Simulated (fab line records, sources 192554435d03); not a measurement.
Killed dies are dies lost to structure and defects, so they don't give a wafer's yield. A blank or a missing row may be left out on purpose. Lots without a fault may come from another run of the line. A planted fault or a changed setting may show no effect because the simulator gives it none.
Chamber matching | flow n5_finfet | N5_BEOL_M0_SAQP_ETCH_106 on rie_diel-04: 4 sister chambers
The step etches SOC in N2/H2, stops on SiNx, target depth 150 nm. 18 wafers are shown with their chamber, then 9 later ones without.

WAFERS WITH THEIR CHAMBER
wafer  | chamber | throttle_valve_pct (%) | showerhead_plenum_p_Torr (Torr) | oes_product_au (a.u.)
L075.1 | 2       | 18.33                  | 2.49                            | 0.65
L075.2 | 0       | 17.81                  | 2.49                            | 0.85
L075.3 | 1       | 17.85                  | 2.63                            | 0.69
L076.1 | 1       | 17.85                  | 2.63                            | 0.68
L076.3 | 2       | 18.33                  | 2.49                            | 0.64
L076.4 | 0       | 17.81                  | 2.49                            | 0.84
L079.2 | 2       | 18.33                  | 2.49                            | 0.63
L079.4 | 1       | 17.87                  | 2.62                            | 0.68
L079.5 | 2       | 18.33                  | 2.49                            | 0.64
L082.3 | 0       | 17.84                  | 2.49                            | 0.83
L082.4 | 3       | 18.13                  | 2.56                            | 0.77
L082.5 | 1       | 17.86                  | 2.62                            | 0.68
L084.2 | 3       | 18.14                  | 2.56                            | 0.77
L084.5 | 1       | 17.88                  | 2.62                            | 0.68
L084.6 | 0       | 17.82                  | 2.48                            | 0.82
L085.3 | 0       | 17.85                  | 2.48                            | 0.83
L085.4 | 3       | 18.13                  | 2.55                            | 0.77
L085.6 | 0       | 17.85                  | 2.48                            | 0.82

SIGNATURES (means of the wafers above)
reading                  | chamber 0 | chamber 1 | chamber 2 | chamber 3 | scatter within a chamber
throttle_valve_pct       | 17.8300   | 17.8620   | 18.3300   | 18.1333   | 0.0135
showerhead_plenum_p_Torr | 2.4850    | 2.6240    | 2.4900    | 2.5567    | 0.0049
oes_product_au           | 0.8317    | 0.6820    | 0.6400    | 0.7700    | 0.0083
Rule: a wafer's distance from a chamber is the root of the sum, over the readings, of the square of ((its reading less the chamber's mean) divided by the reading's scatter). The wafer belongs to the nearest chamber; if the next one is less than 2 further off, it can't be placed. The scatter: the root of (the sum of the squares of (reading less its chamber's mean) over the shown wafers, divided by (wafers less chambers)).

WAFERS WITHOUT THEIR CHAMBER
wafer  | throttle_valve_pct (%) | showerhead_plenum_p_Torr (Torr) | oes_product_au (a.u.)
L087.2 | 17.84                  | 2.48                            | 0.95
L087.4 | 17.83                  | 2.48                            | 0.82
L087.5 | 17.83                  | 2.48                            | 0.83
L090.3 | 17.83                  | 2.48                            | 0.94
L090.5 | 18.16                  | 2.55                            | 0.75
L090.6 | 17.84                  | 2.48                            | 0.93
L094.1 | 17.84                  | 2.47                            | 0.91
L094.4 | 17.85                  | 2.48                            | 0.81
L094.5 | 18.17                  | 2.55                            | 0.74

WHICH CHAMBER EACH WENT THROUGH
wafer  | from the rows above | in truth
L087.2 | 0                   | 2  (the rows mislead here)
L087.4 | 0                   | 0
L087.5 | 0                   | 0
L090.3 | 0                   | 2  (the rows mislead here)
L090.5 | 3                   | 3
L090.6 | 0                   | 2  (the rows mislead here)
L094.1 | 0                   | 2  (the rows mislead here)
L094.4 | 0                   | 0
L094.5 | 3                   | 3
Placed correctly: 5 of 9. Can't be placed from these rows: 0. Placed wrongly: 4.
